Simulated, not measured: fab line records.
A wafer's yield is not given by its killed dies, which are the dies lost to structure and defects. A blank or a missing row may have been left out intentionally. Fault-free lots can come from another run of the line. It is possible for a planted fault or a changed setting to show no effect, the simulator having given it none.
Matching of chambers	flow n5 finfet	N5_BEOL_M13_ETCH_68 on rie diel-02 has 4 sister chambers
The step etches SOC in N2/H2, time 355 s. 4 wafers are shown with their chamber, then 8 later ones without.

== WAFERS PAIRED WITH THEIR CHAMBERS ==
wafer	chamber	throttle valve pct (%)
L076.4	1	17.37
L078.6	0	18.06
L086.2	3	17.36
L090.1	2	17.23

== WAFERS WHOSE CHAMBER IS MISSING ==
wafer	throttle valve pct (%)
L090.3	18.09
L090.4	17.38
L093.1	17.38
L093.3	17.24
L093.4	17.40
L092.1	18.10
L092.2	17.40
L092.4	17.24

== WHICH CHAMBER EACH WENT THROUGH ==
wafer	from the rows above	in truth
L090.3	0	0
L090.4	can't be placed: 1 or 3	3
L093.1	can't be placed: 1 or 3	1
L093.3	2	2
L093.4	can't be placed: 1 or 3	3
L092.1	0	0
L092.2	can't be placed: 1 or 3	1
L092.4	2	2
Placed correctly: 4 of 8. These rows do not allow placing 4 (true chamber among the candidates in 4). 0 placed wrongly.
How it was worked out, from the rows above alone: a wafer's distance from a chamber is the root of the sum, over the readings, of the square of ((its reading less the chamber's mean) divided by the reading's scatter). If the next closest chamber is less than 2 further off than the closest, the wafer can't be placed; otherwise it belongs to the closest. For every chamber, the mean is computed from those of its wafers that are shown. The scatter (one wafer shown for each chamber): square how far every hidden wafer sits from the nearest shown wafer, average those squares and take the square root.
